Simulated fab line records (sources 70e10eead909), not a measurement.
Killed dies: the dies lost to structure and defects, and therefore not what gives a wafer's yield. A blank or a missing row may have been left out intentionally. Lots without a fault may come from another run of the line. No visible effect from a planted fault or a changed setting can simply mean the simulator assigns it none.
fab line records + flow nandHarc
record:
- lots: 13
- wafers: 39
- lastDay: 24
route steps=1159 shown A_CHANNEL_HOLE_D1@463 A_CHANNEL_FILL_D1@493 END@1159
lots untouched by any fault: they come from a run of this same line in which no faults occurred
startH: hours from the record's first day to the start of the lot's first wafer shown + waitH: hours since the lot's step before + " the same as in the row above + L1.1+2: one row covering several wafers at once + - either no value or no given start + * or withheld: withheld + < > ~ a bound
route shown NAME@n: names a module that has steps shown in the file, with the first one's number in the route + usual: the fault-free wafers' mean and standard deviation + same: alike in all rows + chamber/n: place in a boat + sites: readings site by site + _std_site: standard deviation across them + _edge_site: outer sites' mean less inner sites' + radiusMm: how far each site lies from the wafer's centre + mask NAME#n: copy n + behind: the last tool/chamber to shape the wafer + hold: the reason the lot was held/the length of the hold in hours/how it ended + device: the n, p or np transistor that did not switch + end of line: the tests these same wafers got at the end of their route + a step given without rows: its recipe and nothing more + killed: not the wafer's yield, but the dies lost to structure and defects at the first sort + map: shows each die of a wafer: x if killed, . if not, _ if none is there
set.NAME: setting as actually run; set.NAME@STEP: the setting as run at that earlier step + model.NAME: the simulator's own value behind a step, which no gauge read
a sample of lots followed through the steps of the route, with each step as a table and each wafer as a row
services: a tool's chamber out of use, with start hour (startH, from the record's first day; less than 0 if before it), hours out, and reason
== steps ==
step: NHARC_A_CHANNEL_HOLE_D1_OVL_MEAS_11
usual:
- overlayXNm: -0.1/0.88
- overlayYNm: 0.0/0.91
| lot.wafer | tool       | chamber | startH | waitH | overlayXNm | overlayYNm |
|-----------|------------|---------|--------|-------|------------|------------|
| L717.3    | overlay-02 | -       | 174.47 | -     | -0.6       | 0.4        |
| L717.4    | "          | -       | "      | "     | -0.9       | 0.2        |
| L717.6    | "          | -       | "      | "     | -0.9       | 0.9        |
| L719.2    | overlay-01 | -       | 185.84 | -     | -0.1       | 1.0        |
| L719.3    | "          | -       | "      | "     | -0.1       | 0.4        |
| L719.6    | "          | -       | "      | "     | 0.1        | 0.6        |
| L718.1    | overlay-02 | -       | 186.01 | -     | 0.4        | -2.2       |
| L718.4    | "          | -       | "      | "     | 0.3        | -1.7       |
| L718.6    | "          | -       | "      | "     | 0.3        | -2.1       |
| L721.2    | overlay-01 | -       | 195.16 | -     | -0.1       | 0.7        |
| L721.5    | "          | -       | "      | "     | -0.6       | 0.8        |
| L721.6    | "          | -       | "      | "     | -0.2       | 1.1        |
| L720.1    | overlay-02 | -       | 195.40 | -     | 0.3        | 1.3        |
| L720.4    | "          | -       | "      | "     | 0.3        | 1.2        |
| L720.6    | "          | -       | "      | "     | 0.7        | 1.0        |
| L723.2    | overlay-01 | -       | 212.55 | -     | -0.5       | 0.7        |
| L723.3    | "          | -       | "      | "     | -0.9       | 0.8        |
| L723.5    | "          | -       | "      | "     | -0.9       | 0.6        |
| L722.3    | overlay-01 | -       | 213.27 | -     | 1.0        | -0.7       |
| L722.4    | "          | -       | "      | "     | 0.9        | -0.8       |
| L722.6    | "          | -       | "      | "     | 0.6        | -0.5       |
| L725.1    | overlay-02 | -       | 220.35 | -     | -1.7       | 0.4        |
| L725.2    | "          | -       | "      | "     | -1.2       | 0.8        |
| L725.4    | "          | -       | "      | "     | -1.7       | 0.2        |
| L730.1    | overlay-01 | -       | 247.27 | -     | -0.3       | 1.2        |
| L730.3    | "          | -       | "      | "     | -0.4       | 0.5        |
| L730.5    | "          | -       | "      | "     | 0.1        | 1.1        |
| L729.1    | overlay-02 | -       | 247.42 | -     | 0.1        | -1.5       |
| L729.2    | "          | -       | "      | "     | 0.3        | -1.5       |
| L729.4    | "          | -       | "      | "     | 0.6        | -1.3       |
| L734.2    | overlay-01 | -       | 278.23 | -     | -0.3       | 0.0        |
| L734.3    | "          | -       | "      | "     | -0.6       | 0.6        |
| L734.6    | "          | -       | "      | "     | -0.3       | 0.2        |
| L735.2    | overlay-02 | -       | 286.36 | -     | -1.9       | 0.4        |
| L735.3    | "          | -       | "      | "     | -1.3       | 0.5        |
| L735.6    | "          | -       | "      | "     | -1.3       | 0.4        |
| L736.2    | overlay-01 | -       | 288.21 | -     | 1.2        | -0.3       |
| L736.5    | "          | -       | "      | "     | 1.3        | 0.4        |
| L736.6    | "          | -       | "      | "     | 1.2        | -0.3       |
step: NHARC_A_CHANNEL_FILL_D1_ALD_03
recipe:
- targetThkA: 60
- pulseTimeS: 60
- aldCycles: 58
- tempC: 630
- pressureTorr: 2
- material: SiNx
usual:
- chamberPressureTorr: 2.000/0.0042
- precursorPulseHeightRel: 1.003/0.021
| lot.wafer | tool           | chamber | startH | waitH | chamberPressureTorr | precursorPulseHeightRel |
|-----------|----------------|---------|--------|-------|---------------------|-------------------------|
| L717.3    | aldSinBatch-01 | 0       | -      | -     | 1.995               | 1.008                   |
| L717.4    | "              | 0       | "      | "     | 2.000               | 1.010                   |
| L717.6    | "              | 0       | "      | "     | 1.992               | 0.998                   |
| L718.1    | aldSinBatch-03 | 0       | -      | -     | 2.000               | 1.042                   |
| L718.4    | "              | 0       | "      | "     | 1.994               | 1.021                   |
| L718.6    | "              | 0       | "      | "     | 1.995               | 1.024                   |
| L719.2    | aldSinBatch-03 | 0       | -      | -     | 1.997               | 0.992                   |
| L719.3    | "              | 0       | "      | "     | 1.991               | 1.007                   |
| L719.6    | "              | 0       | "      | "     | 1.990               | 0.990                   |
| L720.1    | aldSinBatch-02 | 0       | -      | -     | 2.003               | 1.018                   |
| L720.4    | "              | 0       | "      | "     | 1.999               | 0.998                   |
| L720.6    | "              | 0       | "      | "     | 1.997               | 0.984                   |
| L721.2    | aldSinBatch-02 | 0       | -      | -     | 2.003               | 0.981                   |
| L721.5    | "              | 0       | "      | "     | 2.005               | 1.014                   |
| L721.6    | "              | 0       | "      | "     | 2.006               | 0.956                   |
| L723.2    | aldSinBatch-01 | 0       | -      | -     | 2.000               | 1.001                   |
| L723.3    | "              | 0       | "      | "     | 1.995               | 0.980                   |
| L723.5    | "              | 0       | "      | "     | 1.998               | 1.004                   |
| L722.3    | aldSinBatch-01 | 0       | -      | -     | 2.004               | 1.037                   |
| L722.4    | "              | 0       | "      | "     | 2.005               | 1.000                   |
| L722.6    | "              | 0       | "      | "     | 2.004               | 0.979                   |
| L725.1    | aldSinBatch-03 | 0       | -      | -     | 1.999               | 1.002                   |
| L725.2    | "              | 0       | "      | "     | 2.000               | 1.011                   |
| L725.4    | "              | 0       | "      | "     | 1.997               | 1.006                   |
| L729.1    | aldSinBatch-02 | 0       | -      | -     | 1.997               | 1.006                   |
| L729.2    | "              | 0       | "      | "     | 2.003               | 0.986                   |
| L729.4    | "              | 0       | "      | "     | 2.007               | 0.986                   |
| L730.1    | aldSinBatch-02 | 0       | -      | -     | 1.998               | 1.015                   |
| L730.3    | "              | 0       | "      | "     | 1.996               | 1.036                   |
| L730.5    | "              | 0       | "      | "     | 2.006               | 1.022                   |
| L734.2    | aldSinBatch-01 | 0       | -      | -     | 1.999               | 1.011                   |
| L734.3    | "              | 0       | "      | "     | 1.999               | 0.992                   |
| L734.6    | "              | 0       | "      | "     | 1.995               | 0.975                   |
| L735.2    | aldSinBatch-02 | 0       | -      | -     | 2.007               | 1.024                   |
| L735.3    | "              | 0       | "      | "     | 2.002               | 1.008                   |
| L735.6    | "              | 0       | "      | "     | 1.999               | 1.041                   |
| L736.2    | aldSinBatch-02 | 0       | -      | -     | 1.999               | 1.018                   |
| L736.5    | "              | 0       | "      | "     | 2.003               | 0.995                   |
| L736.6    | "              | 0       | "      | "     | 1.993               | 0.993                   |
step: NHARC_A_CHANNEL_FILL_D1_CVD_18
recipe:
- targetThkA: 30
- tempC: 550
- material: poly-Si
usual:
- spikeTcBottomC: 570.7/0.98
- spikeTcCentreC: 551.0/1.4
- spikeTcUpperC: 550.5/1.4
| lot.wafer | tool         | chamber | startH | waitH | spikeTcBottomC | spikeTcCentreC | spikeTcUpperC |
|-----------|--------------|---------|--------|-------|----------------|----------------|---------------|
| L717.3    | lpcvdPoly-01 | 0       | 203.65 | -     | 570.4          | 552.7          | 548.4         |
| L717.4    | "            | 0       | "      | "     | 572.3          | 552.2          | 550.0         |
| L717.6    | "            | 0       | "      | "     | 569.0          | 551.5          | 551.0         |
| L718.1    | lpcvdPoly-01 | 0       | 217.18 | -     | 570.6          | 551.5          | 548.4         |
| L718.4    | "            | 0       | "      | "     | 570.1          | 552.5          | 550.8         |
| L718.6    | "            | 0       | "      | "     | 570.1          | 553.4          | 550.3         |
| L719.2    | lpcvdPoly-01 | 0       | 217.18 | -     | 570.5          | 552.6          | 550.0         |
| L719.3    | "            | 0       | "      | "     | 570.1          | 552.3          | 549.7         |
| L719.6    | "            | 0       | "      | "     | 569.7          | 552.3          | 550.0         |
| L720.1    | lpcvdPoly-03 | 0       | 224.10 | -     | 570.8          | 549.9          | 553.2         |
| L720.4    | "            | 0       | "      | "     | 572.9          | 549.0          | 551.0         |
| L720.6    | "            | 0       | "      | "     | 569.9          | 549.5          | 550.3         |
| L721.2    | lpcvdPoly-03 | 0       | 224.10 | -     | 571.4          | 548.4          | 550.2         |
| L721.5    | "            | 0       | "      | "     | 572.3          | 550.1          | 552.8         |
| L721.6    | "            | 0       | "      | "     | 570.1          | 549.0          | 549.8         |
| L722.3    | lpcvdPoly-01 | 0       | 244.71 | -     | 571.1          | 552.4          | 549.6         |
| L722.4    | "            | 0       | "      | "     | 569.3          | 550.9          | 550.7         |
| L722.6    | "            | 0       | "      | "     | 571.3          | 551.3          | 549.1         |
| L723.2    | lpcvdPoly-01 | 0       | 244.71 | -     | 570.8          | 550.8          | 550.0         |
| L723.3    | "            | 0       | "      | "     | 569.9          | 554.0          | 549.2         |
| L723.5    | "            | 0       | "      | "     | 570.8          | 553.0          | 546.6         |
| L725.1    | lpcvdPoly-01 | 0       | 251.27 | -     | 571.1          | 553.5          | 549.0         |
| L725.2    | "            | 0       | "      | "     | 571.1          | 555.3          | 549.1         |
| L725.4    | "            | 0       | "      | "     | 569.4          | 551.1          | 549.3         |
| L729.1    | lpcvdPoly-04 | 0       | 277.32 | -     | 569.9          | 549.7          | 550.2         |
| L729.2    | "            | 0       | "      | "     | 569.9          | 550.5          | 551.5         |
| L729.4    | "            | 0       | "      | "     | 569.9          | 550.1          | 549.2         |
| L730.1    | lpcvdPoly-04 | 0       | 277.32 | -     | 571.8          | 550.0          | 550.2         |
| L730.3    | "            | 0       | "      | "     | 572.4          | 550.4          | 550.1         |
| L730.5    | "            | 0       | "      | "     | 571.3          | 551.2          | 549.0         |
| L734.2    | lpcvdPoly-03 | 0       | 309.09 | -     | 571.2          | 551.6          | 551.8         |
| L734.3    | "            | 0       | "      | "     | 569.2          | 549.4          | 550.8         |
| L734.6    | "            | 0       | "      | "     | 569.4          | 549.6          | 551.7         |
| L735.2    | lpcvdPoly-03 | -       | 316.55 | -     | -              | -              | -             |
| L735.3    | "            | -       | "      | "     | -              | -              | -             |
| L735.6    | "            | -       | "      | "     | -              | -              | -             |
| L736.2    | lpcvdPoly-03 | -       | 316.55 | -     | -              | -              | -             |
| L736.5    | "            | -       | "      | "     | -              | -              | -             |
| L736.6    | "            | -       | "      | "     | -              | -              | -             |
step: NHARC_A_CHANNEL_FILL_D1_STRIP_28
recipe:
- timeS: 20
- o2FlowSccm: 500
- arFlowSccm: 0
- biasW: 0
- chemistry: O2
usual:
- drypumpMotorCurrentA: 5.6/0.45
- mfcArSccm: 0.006/0.011
- oesProductAu: 0.996/0.011
- rfVppV: 57.7/0.91
- showerheadPlenumPTorr: 3.50/0.14
- throttleValvePct: 17.037/0.0095
| lot.wafer | tool       | chamber | startH | waitH | drypumpMotorCurrentA | mfcArSccm | oesProductAu | rfHoursCounterH | rfVppV | showerheadPlenumPTorr | throttleValvePct |
|-----------|------------|---------|--------|-------|----------------------|-----------|--------------|-----------------|--------|-----------------------|------------------|
| L717.3    | rieDiel-03 | 0       | 205.96 | 0.1   | 5.5                  | 0         | 0.983        | 6               | 57.9   | 3.54                  | 17.027           |
| L717.4    | "          | 2       | "      | "     | 6.2                  | 0         | 1.003        | 6               | 57.0   | 3.32                  | 17.054           |
| L717.6    | "          | 0       | "      | "     | 5.5                  | 0         | 0.982        | -               | 58.2   | 3.54                  | 17.015           |
| L718.4    | rieDiel-11 | 0       | 219.48 | 0.1   | 5.2                  | 0         | 1.007        | 3               | 57.5   | 3.65                  | 17.045           |
| L718.1    | "          | 2       | "      | "     | 5.9                  | 0         | 1.018        | 3               | 57.5   | 3.32                  | 17.035           |
| L718.6    | "          | 1       | "      | "     | 5.6                  | 0         | 0.989        | -               | 56.4   | 3.30                  | 17.048           |
| L719.2    | rieDiel-06 | 0       | 219.50 | 0.1   | 5.4                  | 0.007     | 1.022        | 3               | 59.0   | 3.50                  | 17.040           |
| L719.3    | "          | 2       | "      | "     | 5.0                  | 0.001     | 1.009        | 3               | 58.8   | 3.56                  | 17.033           |
| L719.6    | "          | 1       | "      | "     | 5.0                  | 0.006     | 1.007        | -               | 56.9   | 3.41                  | 17.040           |
| L721.2    | rieDiel-03 | 0       | 226.40 | 0.1   | 5.6                  | 0         | 0.980        | 0               | 58.4   | 3.54                  | 17.035           |
| L721.6    | "          | 1       | "      | "     | 5.6                  | 0         | 0.993        | -               | 57.2   | 3.48                  | 17.042           |
| L721.5    | "          | 2       | "      | "     | 6.2                  | 0         | 0.991        | -               | 58.7   | 3.32                  | 17.036           |
| L720.1    | rieDiel-11 | 1       | 226.79 | 0.4   | 5.7                  | 0         | 0.989        | 1               | 57.0   | 3.30                  | 17.037           |
| L720.4    | "          | 2       | "      | "     | 5.9                  | 0         | 1.009        | 4               | 57.8   | 3.32                  | 17.026           |
| L720.6    | "          | 3       | "      | "     | 5.2                  | 0         | 0.989        | -               | 57.8   | 3.30                  | 17.041           |
| L722.3    | rieDiel-11 | 1       | 246.99 | 0.1   | 5.6                  | 0         | 0.988        | 5               | 56.8   | 3.29                  | 17.044           |
| L722.4    | "          | 2       | "      | "     | 5.9                  | 0         | 1.000        | 7               | 55.8   | 3.32                  | 17.032           |
| L722.6    | "          | 1       | "      | "     | 5.7                  | 0         | 0.993        | -               | 57.2   | 3.29                  | 17.034           |
| L723.2    | rieDiel-03 | 1       | 247.05 | 0.1   | 5.6                  | 0         | 1.000        | 1               | 58.6   | 3.48                  | 17.048           |
| L723.3    | "          | 2       | "      | "     | 6.2                  | 0         | 0.994        | 1               | 57.0   | 3.31                  | 17.036           |
| L723.5    | "          | 3       | "      | "     | 6.3                  | 0.002     | 0.987        | -               | 59.2   | 3.72                  | 17.046           |
| L725.4    | rieDiel-06 | 2       | 253.56 | 0.1   | 5.0                  | 0.001     | 1.007        | 0               | 57.7   | 3.55                  | 17.043           |
| L725.2    | "          | 3       | "      | "     | 6.1                  | 0.038     | 0.996        | 0               | 59.3   | 3.71                  | 17.024           |
| L725.1    | "          | 1       | "      | "     | 5.1                  | 0.006     | 1.000        | 0               | 57.1   | 3.41                  | 17.039           |
| L729.1    | rieDiel-06 | 3       | 279.62 | 0.1   | 6.2                  | 0.038     | 1.009        | 1               | 58.5   | 3.71                  | 17.021           |
| L729.4    | "          | 1       | "      | "     | 5.0                  | 0.006     | 0.976        | 1               | 58.2   | 3.41                  | 17.053           |
| L729.2    | "          | 2       | "      | "     | 5.0                  | 0.001     | 0.991        | 1               | 58.1   | 3.55                  | 17.040           |
| L730.1    | rieDiel-03 | 0       | 279.62 | 0.1   | 5.5                  | 0         | 0.978        | 2               | 57.6   | 3.54                  | 17.053           |
| L730.3    | "          | 1       | "      | "     | 5.6                  | 0         | 0.999        | 2               | 56.4   | 3.47                  | 17.019           |
| L730.5    | "          | 3       | "      | "     | 6.3                  | 0.002     | 0.995        | -               | 58.7   | 3.72                  | 17.033           |
| L734.3    | rieDiel-11 | 1       | 311.38 | 0.1   | 5.7                  | 0         | 0.983        | 19              | 56.6   | 3.29                  | 17.019           |
| L734.2    | "          | 0       | "      | "     | 5.2                  | 0         | 1.008        | 23              | 57.2   | 3.64                  | 17.021           |
| L734.6    | "          | 2       | "      | "     | 5.9                  | 0         | 1.008        | -               | 57.0   | 3.31                  | 17.031           |
| L735.3    | rieDiel-06 | 0       | 318.81 | 0.1   | 5.4                  | 0.007     | 1.005        | 2               | 57.5   | 3.50                  | 17.024           |
| L735.2    | "          | 2       | "      | "     | 5.0                  | 0.001     | 1.010        | 2               | 58.0   | 3.55                  | 17.036           |
| L735.6    | "          | 0       | "      | "     | 5.4                  | 0.007     | 1.007        | -               | 57.2   | 3.50                  | 17.040           |
| L736.2    | rieDiel-03 | 0       | 318.82 | 0.1   | 5.5                  | 0         | 0.985        | 4               | 57.4   | 3.54                  | 17.045           |
| L736.6    | "          | 3       | "      | "     | 6.3                  | 0.002     | 1.002        | -               | 57.8   | 3.72                  | 17.055           |
| L736.5    | "          | 0       | "      | "     | 5.5                  | 0         | 0.975        | -               | 56.1   | 3.54                  | 17.039           |
step: NHARC_END_SORT_01
recipe:
- tempC: 25
usual:
- killedAtArray: 25/9.5
- killedAtOther: 0.8/1.2
- killedAtPeriphery: 3.4/2.2
- killedDies: 29/10
- killedOpen: 3.3/1.8
- killedShort: 2.1/1.4
same:
- grossDies: 677
| lot.wafer | tool      | chamber | startH | waitH | killedAtArray | killedAtOther | killedAtPeriphery | killedDies | killedOpen | killedShort |
|-----------|-----------|---------|--------|-------|---------------|---------------|-------------------|------------|------------|-------------|
| L735.2    | prober-02 | 0       | 559.03 | 2.8   | 675           | 0             | 2                 | 677        | 2          | 5           |
| L735.3    | prober-02 | 0       | 559.84 | 3.1   | 677           | 0             | 0                 | 677        | 3          | 1           |
| L735.6    | prober-02 | 0       | 562.26 | 4.0   | 676           | 1             | 0                 | 677        | 6          | 1           |
| L736.2    | prober-01 | 0       | 562.03 | 2.8   | 671           | 0             | 6                 | 677        | 2          | 2           |
| L736.5    | prober-01 | 0       | 564.39 | 3.6   | 674           | 0             | 3                 | 677        | 3          | 3           |
| L736.6    | prober-01 | 0       | 565.18 | 3.9   | 669           | 2             | 6                 | 677        | 5          | 2           |
killed by level:class
L735.2 A_CHANNEL_FILL_D1:areaCvd=643 A_CHANNEL_HOLE_D1:chamberFilmFlake=22 P_M2:chamberFilmFlake=2 A_ONON_D1:geometricParticle:short=1 A_ONON_D1:geometricParticle:open=1 A_CHANNEL_FILL_D1:geometricParticle:short=1 A_WL_FILL:geometricParticle:short=1 A_CONTACT:geometricParticle:open=1
L735.3 A_CHANNEL_FILL_D1:areaCvd=647 A_CHANNEL_HOLE_D1:chamberFilmFlake=15 A_STAIRCASE:chamberFilmFlake=4 A_CONTACT:chamberFilmFlake=4 A_M0:geometricParticle:open=2 A_SLIT:chamberFilmFlake=2 A_WL_FILL:geometricParticle:short=1 A_CONTACT:geometricParticle:open=1
L736.2 A_CHANNEL_FILL_D1:areaCvd=641 A_CHANNEL_HOLE_D1:chamberFilmFlake=10 A_SLIT:chamberFilmFlake=8 P_GATE:chamberFilmFlake=4 A_BLC:chamberFilmFlake=4 A_STAIRCASE:chamberFilmFlake=2 P_GATE:geometricParticle:open=1 A_ONON_D1:geometricParticle:short=1
L735.6 A_CHANNEL_FILL_D1:areaCvd=639 A_CHANNEL_HOLE_D1:chamberFilmFlake=24 A_M0:geometricParticle:open=3 A_STAIRCASE:chamberFilmFlake=2 A_WL_FILL:chamberFilmFlake=2 A_CONTACT:chamberFilmFlake=2 A_CHANNEL_FILL_D1:geometricParticle:short=1 A_CONTACT:geometricParticle:open=1
L736.5 A_CHANNEL_FILL_D1:areaCvd=643 A_SLIT:chamberFilmFlake=16 A_CHANNEL_HOLE_D1:chamberFilmFlake=3 A_STAIRCASE:chamberFilmFlake=3 P_M2:geometricParticle:short=1 A_ONON_D1:geometricParticle:short=1 A_WL_FILL:geometricParticle:short=1 A_CONTACT:geometricParticle:open=1
L736.6 A_CHANNEL_FILL_D1:areaCvd=644 A_SLIT:chamberFilmFlake=7 P_GATE:chamberFilmFlake=4 A_CHANNEL_HOLE_D1:chamberFilmFlake=3 A_CHANNEL_FILL_D1:chamberFilmFlake=3 A_CONTACT:chamberFilmFlake=3 STARTING-WAFER:geometricParticle:open=2 A_ZERO_WELL:chamberFilmFlake=2
== services ==
| tool           | chamber | startH | hours | kind      |
|----------------|---------|--------|-------|-----------|
| rieDiel-03     | 0       | 169.83 | -     | clean     |
| rieDiel-03     | 1       | 169.83 | -     | clean     |
| rieDiel-03     | 2       | 169.83 | -     | clean     |
| rieDiel-03     | 3       | 169.83 | -     | clean     |
| rieDiel-11     | 3       | 180.19 | 3.9   | repair    |
| rieDiel-11     | -       | 189.50 | 9.0   | pm        |
| aldSinBatch-03 | -       | 189.91 | 2.0   | repair    |
| rieDiel-03     | 0       | 194.33 | -     | clean     |
| rieDiel-03     | 1       | 194.33 | -     | clean     |
| rieDiel-03     | 2       | 194.33 | -     | clean     |
| rieDiel-03     | 3       | 194.33 | -     | clean     |
| rieDiel-11     | 3       | 200.19 | 10.1  | repair    |
| rieDiel-11     | 3       | 212.09 | 6.8   | repair    |
| rieDiel-03     | -       | 215.33 | 9.0   | pm        |
| rieDiel-03     | 0       | 215.33 | 9.0   | ventCycle |
| rieDiel-03     | 1       | 215.33 | 9.0   | ventCycle |
| rieDiel-03     | 2       | 215.33 | 9.0   | ventCycle |
| rieDiel-03     | 3       | 215.33 | 9.0   | ventCycle |
| rieDiel-03     | 0       | 224.33 | -     | clean     |
| rieDiel-03     | 1       | 224.33 | -     | clean     |
| rieDiel-06     | -       | 241.20 | 9.0   | pm        |
| rieDiel-06     | 3       | 308.00 | 10.4  | repair    |
| aldSinBatch-03 | -       | 314.00 | 26.0  | pm        |
| lpcvdPoly-04   | -       | 314.52 | 26.0  | pm        |
== key ==
firstSign:
- step: NHARC_A_CHANNEL_FILL_D1_CVD_18
- reading: toolRecord
- direction: missing
effect:
- step: NHARC_END_SORT_01
- reading: killedAtArray
- direction: up
- sigmas: 68
- usual: 25
- struck: 674
moreKillsBornAt:
- NHARC_A_CHANNEL_FILL_D1_CVD_18@lpcvdPoly-03: 3857
metAt NHARC_A_CHANNEL_FILL_D1_CVD_18
struckLots L735,L736
laterRowsLeftOut L735.2,L735.3,L735.6,L736.2,L736.5,L736.6
testerLeftOut L735,L736
notActingAt NHARC_A_CHANNEL_HOLE_D1_OVL_MEAS_11,NHARC_A_CHANNEL_FILL_D1_ALD_03,NHARC_A_CHANNEL_FILL_D1_STRIP_28
onsetBetween 309.09 316.55
fault:
- kind: skippedStepWhole
- tool: lpcvdPoly-03
- chamber: -
- onsetH: 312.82
- steps: NHARC_A_CHANNEL_FILL_D1_CVD_18
- scope: struckLotsOnly
testerLeftOut: of these lots the tester's yield and bins aren't shown, on N5 and GAA mostly nor the transistor test; their killed dies are dies lost to structure and defects alone, not to doping, threshold or leakage, so they don't give the yield
laterRowsLeftOut: the simulator's readings of these wafers behind a module that went badly wrong aren't trusted and aren't shown, but for the sort
